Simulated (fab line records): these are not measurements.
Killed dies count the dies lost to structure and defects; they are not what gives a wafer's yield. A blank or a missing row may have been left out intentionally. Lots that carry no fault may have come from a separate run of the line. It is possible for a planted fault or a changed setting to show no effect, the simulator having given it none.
Chamber matching | flow n5-finfet | 3 sister chambers for N5_BEOL_M1_PRE_CLEAN_60 on cvd-co-01
The step time 15 s. 6 wafers are shown with their chamber, then 11 later ones without.

## WAFERS PAIRED WITH THEIR CHAMBERS
wafer  | chamber | heater-power-w (W) | rf-fwd-power-W (W)
L084.1 | 2       | 63                 | 298.7
L084.4 | 1       | 134                | 297.6
L085.2 | 0       | 95                 | 299.5
L085.5 | 0       | 99                 | 299.1
L085.6 | 2       | 61                 | 297.3
L086.1 | 1       | 132                | 297.6

## WAFERS WITHOUT THEIR CHAMBER
wafer  | heater-power-w (W) | rf-fwd-power-W (W)
L086.3 | 63                 | 297.7
L086.4 | 100                | 298.3
L089.1 | 134                | 299.3
L089.4 | 129                | 299.1
L089.6 | 100                | 297.9
L092.1 | 99                 | 299.1
L092.4 | 130                | 297.7
L092.5 | 63                 | 299.0
L095.3 | 100                | 298.2
L095.5 | 131                | 298.7
L095.6 | 61                 | 299.8

## WHICH CHAMBER EACH WENT THROUGH
wafer  | from the rows above | in truth
L086.3 | 2                   | 2
L086.4 | 0                   | 0
L089.1 | 1                   | 1
L089.4 | 1                   | 1
L089.6 | 0                   | 0
L092.1 | 0                   | 0
L092.4 | 1                   | 1
L092.5 | 2                   | 2
L095.3 | 0                   | 0
L095.5 | 1                   | 1
L095.6 | 2                   | 2
Placed correctly: 11 of 11. Number that these rows cannot place: 0. Number placed wrongly: 0.
How it was worked out, from the rows above alone: a wafer's distance from a chamber is the root of the sum, over the readings, of the square of ((its reading less the chamber's mean) divided by the reading's scatter). If the next closest chamber is less than 2 further off than the closest, the wafer can't be placed; otherwise it belongs to the closest. Each chamber's mean is taken over the wafers shown for it. The scatter is the square root of a quotient: the sum, over the shown wafers, of each reading's squared deviation from its chamber's mean, divided by wafers minus chambers.
